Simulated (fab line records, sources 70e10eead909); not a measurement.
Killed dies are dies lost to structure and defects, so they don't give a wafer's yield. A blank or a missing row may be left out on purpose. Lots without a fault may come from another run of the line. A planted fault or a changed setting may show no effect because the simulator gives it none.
Chamber matching | flow nand_harc | NHARC_A_CONTACT_ETCH_110 on rie_diel-03: 4 sister chambers
The step etches the open film in CF4/O2, target depth 50 nm, overetch 5 nm, time 27.5 s. 4 wafers are shown with their chamber, then 8 later ones without.

WAFERS WITH THEIR CHAMBER
wafer  | chamber | drypump_motor_current_A (A)
L578.2 | 2       | 5.7
L588.2 | 0       | 5.5
L588.3 | 3       | 5.3
L590.4 | 1       | 6.4

WAFERS WITHOUT THEIR CHAMBER
wafer  | drypump_motor_current_A (A)
L590.5 | 5.7
L590.6 | 5.3
L589.1 | 6.4
L589.2 | 5.7
L589.4 | 6.3
L591.1 | 6.4
L591.2 | 5.5
L591.5 | 5.5

WHICH CHAMBER EACH WENT THROUGH
wafer  | from the rows above | in truth
L590.5 | 2                   | 2
L590.6 | 3                   | 3
L589.1 | 1                   | 1
L589.2 | 2                   | 2
L589.4 | 1                   | 1
L591.1 | 1                   | 1
L591.2 | 0                   | 0
L591.5 | 0                   | 0
Placed correctly: 8 of 8. Can't be placed from these rows: 0. Placed wrongly: 0.
How it was worked out, from the rows above alone: a wafer's distance from a chamber is the root of the sum, over the readings, of the square of ((its reading less the chamber's mean) divided by the reading's scatter). The wafer belongs to the nearest chamber; if the next one is less than 2 further off, it can't be placed. A chamber's mean is the mean of its shown wafers. The scatter: with one shown wafer a chamber, the root of the mean of the squares of how far each hidden wafer lies from its nearest shown one.
